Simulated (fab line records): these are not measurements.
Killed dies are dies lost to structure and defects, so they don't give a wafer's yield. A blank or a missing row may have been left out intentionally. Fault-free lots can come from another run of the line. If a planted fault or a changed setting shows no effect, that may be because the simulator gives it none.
The tool behind it: which one? | flow nandHarc | 12 lots with 36 wafers sampled at 6 steps, on a route of 1302 steps

== WHAT THE GAUGES SHOWED, per wafer ==
NHARC_A_ONON_D1_THK_MEAS_27: measures by ellipsometry.
lot  | measured     | on           | thkNm (nm)
L367 | day 8 16:37  | filmMetro-02 | 1002 1003 1003
L369 | day 9 08:52  | filmMetro-01 | 1021 1020 1022
L374 | day 11 15:31 | filmMetro-01 | 994 993 993
L379 | day 13 12:01 | filmMetro-01 | 1002 1002 1004
L380 | day 14 08:16 | filmMetro-02 | 999 999 999
L381 | day 14 08:24 | filmMetro-01 | 991 991 990
L382 | day 14 18:55 | filmMetro-01 | 1005 1006 1004
L383 | day 15 03:43 | filmMetro-01 | 992 992 992
L384 | day 15 15:15 | filmMetro-02 | 1000 1001 998
L385 | day 16 09:38 | filmMetro-02 | 1005 1008 1008
L387 | day 17 03:57 | filmMetro-01 | 999 999 1001
L388 | day 17 11:44 | filmMetro-01 | 1014 1016 1015

NHARC_A_ONON_D1_THK_MEAS_30: measures by ellipsometry.
lot  | measured     | on           | thkNm (nm)
L367 | day 8 17:11  | filmMetro-01 | 992 992 994
L369 | day 9 09:25  | filmMetro-01 | 1008 1005 1004
L374 | day 11 16:05 | filmMetro-02 | 998 998 1000
L379 | day 13 12:35 | filmMetro-01 | 1005 1004 1500
L380 | day 14 08:49 | filmMetro-02 | 1016 1508 1016
L381 | day 14 08:58 | filmMetro-02 | 996 995 994
L382 | day 14 19:29 | filmMetro-01 | 1000 999 998
L383 | day 15 04:19 | filmMetro-01 | 979 978 976
L384 | day 15 15:49 | filmMetro-02 | 996 995 994
L385 | day 16 10:12 | filmMetro-01 | 1001 1002 1003
L387 | day 17 04:32 | filmMetro-01 | 1011 1013 1013
L388 | day 17 12:19 | filmMetro-02 | 1007 1006 1006

NHARC_END_SORT_01.
lot  | measured     | on        | killedAtArray | killedAtOther | killedAtPeriphery | killedDies | killedOpen | killedShort
L379 | day 29 17:06 | prober-01 | 28 37 673     | 0 0 1         | 10 4 3            | 38 41 677  | 4 3 2      | 0 1 1
L380 | day 31 10:37 | prober-01 | 93 676 73     | 0 1 1         | 4 0 7             | 97 677 81  | 5 4 4      | 2 1 4
L383 | day 30 18:21 | prober-01 | 41            | 0             | 3                 | 44         | 2          | 2

== TOOL THAT RAN EACH LOT (tool first, then ch and the chambers of the sampled wafers, then the start) ==
lot  | NHARC_A_ZERO_WELL_DESCUM_12       | NHARC_A_ZERO_WELL_RTA_16        | NHARC_A_ONON_D1_DEP_28
L367 | rieDiel-10 ch 2,3, day 7 02:19    | rtpAnneal-01 ch 0, day 7 03:31  | pecvdOnon-03 ch 0, day 8 16:47
L369 | rieDiel-05 ch 2,3, day 7 23:30    | rtpAnneal-02 ch 0, day 8 00:40  | pecvdOnon-01 ch 0, day 9 09:02
L374 | rieDiel-10 ch 0,3, day 10 03:08   | rtpAnneal-02 ch 0, day 10 04:24 | pecvdOnon-03 ch 0, day 11 15:42
L379 | rieDiel-10 ch 0,1, day 12 02:27   | rtpAnneal-01 ch 0, day 12 03:36 | pecvdOnon-03 ch 0, day 13 12:11
L380 | rieDiel-05 ch 1,2, day 12 22:18   | rtpAnneal-02 ch 0, day 12 23:28 | pecvdOnon-03 ch 0, day 14 08:26
L381 | rieDiel-05 ch 0,2,3, day 13 01:47 | rtpAnneal-01 ch 0, day 13 02:53 | pecvdOnon-01 ch 0, day 14 08:28
L382 | rieDiel-05 ch 1,3, day 13 08:36   | rtpAnneal-01 ch 0, day 13 09:46 | pecvdOnon-01 ch 0, day 14 19:05
L383 | rieDiel-05 ch 0,1,3, day 13 17:49 | rtpAnneal-01 ch 0, day 13 18:56 | pecvdOnon-04 ch 0, day 15 03:47
L384 | rieDiel-05 ch 1,2,3, day 14 02:35 | rtpAnneal-02 ch 0, day 14 03:45 | pecvdOnon-01 ch 0, day 15 15:19
L385 | rieDiel-05 ch 0,1, day 14 21:55   | rtpAnneal-02 ch 0, day 14 23:38 | pecvdOnon-04 ch 0, day 16 09:52
L387 | rieDiel-10 ch 1,3, day 15 17:06   | rtpAnneal-02 ch 0, day 15 18:28 | pecvdOnon-04 ch 0, day 17 04:01
L388 | rieDiel-10 ch 1,2, day 16 01:14   | rtpAnneal-01 ch 0, day 16 02:22 | pecvdOnon-04 ch 0, day 17 11:52
- NHARC_A_ZERO_WELL_DESCUM_12: chemistry O2, time 3 s.
- NHARC_A_ZERO_WELL_RTA_16: time 10 s.
- NHARC_A_ONON_D1_DEP_28: target thk 1000 nm.

== WHAT THE TOOLS THEMSELVES READ (means of the sampled wafers that have a number; where no wafer has one, the mark that the record gives instead) ==
NHARC_A_ZERO_WELL_DESCUM_12.
lot  | tool       | chamberPressureMTorr (mTorr) | drypumpMotorCurrentA (A) | oesProductAu (a.u.) | rfVppV (V) | showerheadPlenumPTorr (Torr) | throttleValvePct (%)
L367 | rieDiel-10 | 60.07                        | 5.8                      | 1.016               | 57.0       | 1.82                         | 11.316
L369 | rieDiel-05 | 60.01                        | 6.1                      | 1.000               | 57.6       | 1.80                         | 11.305
L374 | rieDiel-10 | 59.98                        | 5.8                      | 1.007               | 57.9       | 1.83                         | 11.309
L379 | rieDiel-10 | 60.03                        | 5.6                      | 1.001               | 58.2       | 1.88                         | 11.321
L380 | rieDiel-05 | 59.97                        | 6.5                      | 1.003               | 57.1       | 1.87                         | 11.303
L381 | rieDiel-05 | 60.00                        | 5.9                      | 1.001               | 57.5       | 1.89                         | 11.318
L382 | rieDiel-05 | 60.04                        | 6.3                      | 0.996               | 57.5       | 1.86                         | 11.317
L383 | rieDiel-05 | 60.03                        | 5.8                      | 1.003               | 56.8       | 1.91                         | 11.311
L384 | rieDiel-05 | 59.97                        | 6.3                      | 0.996               | 57.9       | 1.84                         | 11.318
L385 | rieDiel-05 | 60.02                        | 5.6                      | 1.005               | 58.1       | 2.00                         | 11.311
L387 | rieDiel-10 | 60.01                        | 5.7                      | 1.009               | 57.2       | 1.88                         | 11.313
L388 | rieDiel-10 | 59.98                        | 5.7                      | 1.005               | 57.7       | 1.91                         | 11.311

NHARC_A_ZERO_WELL_RTA_16.
lot  | tool         | lampPowerPct (%) | lamp_zone_5_pct (%) | wafer_temp_C_max
L367 | rtpAnneal-01 | 25.6             | 25.6                | 1004.1
L369 | rtpAnneal-02 | 31.2             | 31.2                | 1004.2
L374 | rtpAnneal-02 | 31.2             | 31.2                | 1003.2
L379 | rtpAnneal-01 | 25.6             | 25.6                | 1005.0
L380 | rtpAnneal-02 | 31.1             | 31.2                | 1002.9
L381 | rtpAnneal-01 | 25.7             | 25.6                | 1004.8
L382 | rtpAnneal-01 | 25.7             | 25.6                | 1005.2
L383 | rtpAnneal-01 | 25.6             | 25.6                | 1004.8
L384 | rtpAnneal-02 | 31.1             | 31.2                | 1003.0
L385 | rtpAnneal-02 | 31.2             | 31.2                | 1002.8
L387 | rtpAnneal-02 | 31.2             | 31.2                | 1003.7
L388 | rtpAnneal-01 | 25.7             | 25.6                | 1004.4

NHARC_A_ONON_D1_DEP_28.
lot  | tool         | n2oFlowSccm (sccm)
L367 | pecvdOnon-03 | 2002
L369 | pecvdOnon-01 | 2003
L374 | pecvdOnon-03 | 2001
L379 | pecvdOnon-03 | 1996
L380 | pecvdOnon-03 | 2001
L381 | pecvdOnon-01 | 1999
L382 | pecvdOnon-01 | 1991
L383 | pecvdOnon-04 | 2000
L384 | pecvdOnon-01 | 1994
L385 | pecvdOnon-04 | 2003
L387 | pecvdOnon-04 | 1997
L388 | pecvdOnon-04 | 2002

== THE ANSWER, worked out from the rows above alone ==
Rule: the lots themselves supply what counts as usual. Put in order of their means at a reading, lots are off if they are a third of the lots or fewer, leave a main group of 4 or more, and stand apart from it by a gap of 3 or more times the standard deviation of the main group's means; of several such gaps the widest counts. Not used: any main group whose means are identical at the precision the tables above print for the reading. A lot without any number at a reading at which 4 lots or more have one is off too. Where the step has rows for the other lots, those lots are counted as sound. After the gauges, taken in route order, come the tools' own readings; for these a lot's mean is taken, as printed above. At the first step where some lot is off, the reading lying furthest off is the one used; lots without a number count as furthest.
Off at NHARC_A_ONON_D1_THK_MEAS_30 (thkNm): L379, L380. For the main group the mean is 998 nm and the standard deviation 9.
If a tool, at a process step before that reading, ran all the lots that are off and no sound lot after the first of them, it fits. Gauges at NHARC_A_ONON_D1_THK_MEAS_30: tried the same way as those tools. One fits: pecvdOnon-03 at NHARC_A_ONON_D1_DEP_28. A fault onset in the window from L374 (day 11 15:42, its last sound lot) to L379 (day 13 12:11, its first lot off) fits.

== WHAT HAD BEEN PUT IN BY THE SIMULATOR ==
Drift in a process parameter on pecvdOnon-03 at NHARC_A_ONON_D1_DEP_28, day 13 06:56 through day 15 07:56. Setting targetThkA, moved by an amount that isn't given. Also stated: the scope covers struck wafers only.
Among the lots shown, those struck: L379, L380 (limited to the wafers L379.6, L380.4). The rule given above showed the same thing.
